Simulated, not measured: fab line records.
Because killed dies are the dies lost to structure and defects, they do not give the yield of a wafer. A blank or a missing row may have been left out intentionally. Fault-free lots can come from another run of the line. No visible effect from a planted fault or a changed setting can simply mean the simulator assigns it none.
Chamber matching / flow nandHarc / 4 sister chambers for NHARC_A_CONTACT_ETCH_110 on rieDiel-13
The step etches the open film in CF4/O2, target depth 60 nm, overetch 6 nm, time 33 s. 30 wafers are shown with their chamber, then 12 later ones without.

EACH WAFER AND ITS CHAMBER
wafer=L075.2; chamber=1; drypumpMotorCurrentA (A)=6.1; showerheadPlenumPTorr (Torr)=1.33; oesProductAu (a.u.)=0.991
wafer=L075.4; chamber=3; drypumpMotorCurrentA (A)=5.3; showerheadPlenumPTorr (Torr)=1.40; oesProductAu (a.u.)=0.970
wafer=L075.5; chamber=2; drypumpMotorCurrentA (A)=4.8; showerheadPlenumPTorr (Torr)=1.30; oesProductAu (a.u.)=0.984
wafer=L081.1; chamber=0; drypumpMotorCurrentA (A)=6.1; showerheadPlenumPTorr (Torr)=1.35; oesProductAu (a.u.)=1.012
wafer=L081.2; chamber=3; drypumpMotorCurrentA (A)=5.3; showerheadPlenumPTorr (Torr)=1.40; oesProductAu (a.u.)=0.998
wafer=L081.3; chamber=2; drypumpMotorCurrentA (A)=4.8; showerheadPlenumPTorr (Torr)=1.30; oesProductAu (a.u.)=0.998
wafer=L080.3; chamber=2; drypumpMotorCurrentA (A)=4.9; showerheadPlenumPTorr (Torr)=1.30; oesProductAu (a.u.)=0.993
wafer=L080.5; chamber=3; drypumpMotorCurrentA (A)=5.3; showerheadPlenumPTorr (Torr)=1.40; oesProductAu (a.u.)=0.997
wafer=L080.6; chamber=0; drypumpMotorCurrentA (A)=6.1; showerheadPlenumPTorr (Torr)=1.35; oesProductAu (a.u.)=1.007
wafer=L083.2; chamber=3; drypumpMotorCurrentA (A)=5.3; showerheadPlenumPTorr (Torr)=1.40; oesProductAu (a.u.)=0.978
wafer=L083.4; chamber=0; drypumpMotorCurrentA (A)=6.1; showerheadPlenumPTorr (Torr)=1.35; oesProductAu (a.u.)=1.012
wafer=L083.6; chamber=3; drypumpMotorCurrentA (A)=5.3; showerheadPlenumPTorr (Torr)=1.40; oesProductAu (a.u.)=0.986
wafer=L082.3; chamber=2; drypumpMotorCurrentA (A)=4.8; showerheadPlenumPTorr (Torr)=1.30; oesProductAu (a.u.)=0.990
wafer=L082.4; chamber=0; drypumpMotorCurrentA (A)=6.1; showerheadPlenumPTorr (Torr)=1.35; oesProductAu (a.u.)=1.006
wafer=L082.5; chamber=1; drypumpMotorCurrentA (A)=6.1; showerheadPlenumPTorr (Torr)=1.33; oesProductAu (a.u.)=0.994
wafer=L085.4; chamber=0; drypumpMotorCurrentA (A)=6.1; showerheadPlenumPTorr (Torr)=1.35; oesProductAu (a.u.)=1.003
wafer=L085.5; chamber=1; drypumpMotorCurrentA (A)=6.1; showerheadPlenumPTorr (Torr)=1.33; oesProductAu (a.u.)=0.981
wafer=L085.6; chamber=0; drypumpMotorCurrentA (A)=6.1; showerheadPlenumPTorr (Torr)=1.35; oesProductAu (a.u.)=1.009
wafer=L086.3; chamber=1; drypumpMotorCurrentA (A)=6.1; showerheadPlenumPTorr (Torr)=1.33; oesProductAu (a.u.)=1.003
wafer=L086.4; chamber=0; drypumpMotorCurrentA (A)=6.1; showerheadPlenumPTorr (Torr)=1.35; oesProductAu (a.u.)=1.016
wafer=L086.6; chamber=2; drypumpMotorCurrentA (A)=4.8; showerheadPlenumPTorr (Torr)=1.29; oesProductAu (a.u.)=1.002
wafer=L089.1; chamber=1; drypumpMotorCurrentA (A)=6.1; showerheadPlenumPTorr (Torr)=1.33; oesProductAu (a.u.)=0.990
wafer=L089.3; chamber=0; drypumpMotorCurrentA (A)=6.1; showerheadPlenumPTorr (Torr)=1.34; oesProductAu (a.u.)=1.002
wafer=L089.6; chamber=3; drypumpMotorCurrentA (A)=5.2; showerheadPlenumPTorr (Torr)=1.39; oesProductAu (a.u.)=0.979
wafer=L088.1; chamber=0; drypumpMotorCurrentA (A)=6.1; showerheadPlenumPTorr (Torr)=1.34; oesProductAu (a.u.)=1.011
wafer=L088.4; chamber=1; drypumpMotorCurrentA (A)=6.2; showerheadPlenumPTorr (Torr)=1.33; oesProductAu (a.u.)=0.997
wafer=L088.5; chamber=0; drypumpMotorCurrentA (A)=6.1; showerheadPlenumPTorr (Torr)=1.34; oesProductAu (a.u.)=1.008
wafer=L091.2; chamber=1; drypumpMotorCurrentA (A)=6.1; showerheadPlenumPTorr (Torr)=1.32; oesProductAu (a.u.)=1.008
wafer=L091.3; chamber=0; drypumpMotorCurrentA (A)=6.1; showerheadPlenumPTorr (Torr)=1.34; oesProductAu (a.u.)=1.015
wafer=L091.6; chamber=3; drypumpMotorCurrentA (A)=5.3; showerheadPlenumPTorr (Torr)=1.39; oesProductAu (a.u.)=1.001

SIGNATURES (means of the wafers above)
reading=drypumpMotorCurrentA; chamber 0=6.100; chamber 1=6.114; chamber 2=4.820; chamber 3=5.286; scatter within a chamber=0.0311
reading=showerheadPlenumPTorr; chamber 0=1.3464; chamber 1=1.3286; chamber 2=1.2980; chamber 3=1.3971; scatter within a chamber=0.00465
reading=oesProductAu; chamber 0=1.00918; chamber 1=0.99486; chamber 2=0.99340; chamber 3=0.98700; scatter within a chamber=0.00815
Rule: for each reading, subtract the chamber's mean from the wafer's reading, divide by that reading's scatter and square the result; add these up over the readings and take the root, which gives the wafer's distance from the chamber. If the next closest chamber is less than 2 further off than the closest, the wafer can't be placed; otherwise it belongs to the closest. How the scatter is found: for the shown wafers, subtract from each reading the mean of its chamber, square and add these, divide the total by (wafers less chambers), then take the root.

WAFERS WITH NO CHAMBER GIVEN
wafer=L092.1; drypumpMotorCurrentA (A)=6.2; showerheadPlenumPTorr (Torr)=1.33; oesProductAu (a.u.)=0.993
wafer=L092.3; drypumpMotorCurrentA (A)=4.9; showerheadPlenumPTorr (Torr)=1.29; oesProductAu (a.u.)=0.995
wafer=L092.6; drypumpMotorCurrentA (A)=4.8; showerheadPlenumPTorr (Torr)=1.29; oesProductAu (a.u.)=1.006
wafer=L090.3; drypumpMotorCurrentA (A)=6.1; showerheadPlenumPTorr (Torr)=1.34; oesProductAu (a.u.)=1.004
wafer=L090.4; drypumpMotorCurrentA (A)=5.3; showerheadPlenumPTorr (Torr)=1.39; oesProductAu (a.u.)=0.996
wafer=L090.5; drypumpMotorCurrentA (A)=4.8; showerheadPlenumPTorr (Torr)=1.29; oesProductAu (a.u.)=0.984
wafer=L095.2; drypumpMotorCurrentA (A)=5.3; showerheadPlenumPTorr (Torr)=1.39; oesProductAu (a.u.)=1.003
wafer=L095.3; drypumpMotorCurrentA (A)=4.9; showerheadPlenumPTorr (Torr)=1.29; oesProductAu (a.u.)=1.007
wafer=L095.5; drypumpMotorCurrentA (A)=6.1; showerheadPlenumPTorr (Torr)=1.34; oesProductAu (a.u.)=1.016
wafer=L097.3; drypumpMotorCurrentA (A)=5.3; showerheadPlenumPTorr (Torr)=1.39; oesProductAu (a.u.)=1.004
wafer=L097.4; drypumpMotorCurrentA (A)=4.9; showerheadPlenumPTorr (Torr)=1.29; oesProductAu (a.u.)=1.013
wafer=L097.6; drypumpMotorCurrentA (A)=6.1; showerheadPlenumPTorr (Torr)=1.32; oesProductAu (a.u.)=0.989

WHICH CHAMBER EACH ONE RAN IN
wafer=L092.1; from the rows above=1; in truth=1
wafer=L092.3; from the rows above=2; in truth=2
wafer=L092.6; from the rows above=2; in truth=2
wafer=L090.3; from the rows above=can't be placed: 0 or 1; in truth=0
wafer=L090.4; from the rows above=3; in truth=3
wafer=L090.5; from the rows above=2; in truth=2
wafer=L095.2; from the rows above=3; in truth=3
wafer=L095.3; from the rows above=2; in truth=2
wafer=L095.5; from the rows above=can't be placed: 0 or 1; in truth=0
wafer=L097.3; from the rows above=3; in truth=3
wafer=L097.4; from the rows above=2; in truth=2
wafer=L097.6; from the rows above=1; in truth=1
10 of 12 placed correctly. Not placeable from these rows: 2 (in 2, the candidates include the true chamber). Number placed wrongly: 0.
